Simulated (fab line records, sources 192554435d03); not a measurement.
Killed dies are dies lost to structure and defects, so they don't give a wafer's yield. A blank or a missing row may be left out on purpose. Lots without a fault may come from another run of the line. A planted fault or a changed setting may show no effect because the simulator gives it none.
Split-lot experiment | flow n5_finfet | 7 lots, 21 wafers read, on a route of 1938 steps

THE SPLIT
At N5_BEOL_M6_EXPOSE_08 (exposes mask M6), the setting dose_mj was moved away from the recipe's 68.25 on 4 of the 21 wafers read, by -7.1% to +6.5%. The other wafers ran this setting at the recipe's value.

FROM THE SPLIT TO THE READING: what the file shows between them, 15 steps
- N5_BEOL_M6_PEB_09: peb time 60 s
- N5_BEOL_M6_DEVELOP_10: develop time 30 s
- N5_BEOL_M6_CD_MEAS_11: target cd 38.5 nm
- N5_BEOL_M6_DESCUM_16: chemistry O2, time 7.9 s
- N5_BEOL_M6_ETCH_61: etches SiARC in CF4, target depth 45.5 nm, time 75.8 s
- N5_BEOL_M6_ETCH_62: etches SOC in N2/H2, target depth 110 nm, overetch 22 nm, time 165 s
- N5_BEOL_M6_STRIP_68: strips in N2/H2
- N5_BEOL_M6_STRIP_67: strips in CF4
- N5_BEOL_M6_HM_OPEN_17: chemistry Cl2/BCl3, target TiN, target depth 20 nm, overetch 6 nm
- N5_BEOL_M6_STRIP_19: strips in O2 (also split here: temp_c)
- N5_BEOL_M6_CD_MEAS_18: pitch 80 nm, target cd 40 nm
- N5_BEOL_M6_COAT_63: time 60 s, resist thk 60 nm
- N5_BEOL_M6_COAT_64: time 60 s, resist thk 12 nm
- N5_BEOL_M6_PRECLEAN_42: cleans in residue remover, time 60 s
- N5_BEOL_M6_SRD_43: time 30 s

THE READING
cd_nm, in nm, at N5_BEOL_M6_CD_MEAS_35 (target cd 40 nm, target cd y 28 nm). Fault-free wafers of this fab line usually give 40.0 nm, standard deviation 0.77 nm.

wafer  | tool, chamber at the split | dose_mj as run | against the recipe | cd_nm, nm | against lot-mates on the recipe
L080.1 | arfi_scanner-03, 0         | 63.38          | -7.1%              | 35.1      | -4.5
L080.2 | arfi_scanner-03, 0         | 68.25          | recipe             | 39.7      | -
L080.3 | arfi_scanner-03, 0         | 68.25          | recipe             | 39.5      | -
L081.2 | arfi_scanner-01, 0         | 68.25          | recipe             | 41.0      | -
L081.5 | arfi_scanner-01, 0         | 68.25          | recipe             | 40.6      | -
L081.6 | arfi_scanner-01, 0         | 68.25          | recipe             | 41.4      | -
L084.1 | arfi_scanner-02, 0         | 72.68          | +6.5%              | 43.3      | +1.3
L084.4 | arfi_scanner-02, 0         | 68.25          | recipe             | 42.0      | -
L084.6 | arfi_scanner-02, 0         | 72.68          | +6.5%              | 44.6      | +2.6
L083.4 | arfi_scanner-01, 0         | 68.25          | recipe             | 40.9      | -
L083.5 | arfi_scanner-01, 0         | 71.72          | +5.1%              | 43.5      | +3.0
L083.6 | arfi_scanner-01, 0         | 68.25          | recipe             | 40.0      | -
L086.1 | arfi_scanner-02, 0         | 68.25          | recipe             | 40.7      | -
L086.3 | arfi_scanner-02, 0         | 68.25          | recipe             | 40.2      | -
L086.5 | arfi_scanner-02, 0         | 68.25          | recipe             | 40.1      | -
L093.2 | arfi_scanner-01, 0         | 68.25          | recipe             | 40.5      | -
L093.3 | arfi_scanner-01, 0         | 68.25          | recipe             | 40.1      | -
L093.5 | arfi_scanner-01, 0         | 68.25          | recipe             | 39.8      | -
L095.3 | arfi_scanner-01, 0         | 68.25          | recipe             | 40.1      | -
L095.4 | arfi_scanner-01, 0         | 68.25          | recipe             | 40.7      | -
L095.6 | arfi_scanner-01, 0         | 68.25          | recipe             | 40.5      | -

THE FIT
A straight line over all 21 wafers: cd_nm changes by +0.622 nm for each +1% of dose_mj; r = +0.94; the points scatter about the line by 0.67 nm.
The same after taking each lot's own level away (the mean of its wafers on the recipe; 21 wafers): +0.461 nm for each +1%; r = +0.92; scatter 0.56 nm.
On that fit, the largest move of dose_mj shifts the reading by 3.3 nm.
The lots' own levels span 39.60 to 42.00 nm, that is 3.1 times the standard deviation above.
So the lot-to-lot level changes the slope: the two fits differ.
Check: with one of the wafers moved furthest among these (-7.1%) left out of the fit, the line predicts -2.61 nm for it against its lot-mates. It came out at -4.5 nm against them.

OTHER SPLITS ON THESE WAFERS
These wafers also went through other splits before the reading. Each is held against what the fit with the lots' levels taken away leaves over:
other split on the same wafers | wafers away from the commonest value | r with cd_nm (lot level and that fit taken away)
N5_BEOL_M6_STRIP_19 temp_c     | 7                                    | -0.41

THE WHOLE CHAIN: every reading that the file lists as answering this split, in the file's order
step                  | what it does                                                         | reading                                                               | change (the file's fit)               | r (the file's)
N5_BEOL_M6_CD_MEAS_11 | target cd 38.5 nm                                                    | cd_nm                                                                 | +0.568 nm for each +1% of the setting | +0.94
N5_BEOL_M6_ETCH_61    | etches SiARC in CF4, target depth 45.5 nm, time 75.8 s               | BEOL_M6.cd_offset_nm (the simulator's own value, which no gauge read) | +0.545 nm for each +1% of the setting | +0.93
N5_BEOL_M6_ETCH_62    | etches SOC in N2/H2, target depth 110 nm, overetch 22 nm, time 165 s | BEOL_M6.cd_offset_nm (the simulator's own value, which no gauge read) | +0.526 nm for each +1% of the setting | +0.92
N5_BEOL_M6_CD_MEAS_18 | pitch 80 nm, target cd 40 nm                                         | cd_nm                                                                 | +0.535 nm for each +1% of the setting | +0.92
N5_BEOL_M6_CD_MEAS_35 | target cd 40 nm, target cd y 28 nm                                   | cd_nm                                                                 | +0.51 nm for each +1% of the setting  | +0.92

THE FILE'S OWN FIT
cd_nm changes by +0.51 nm for each +1% of dose_mj, r = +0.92.
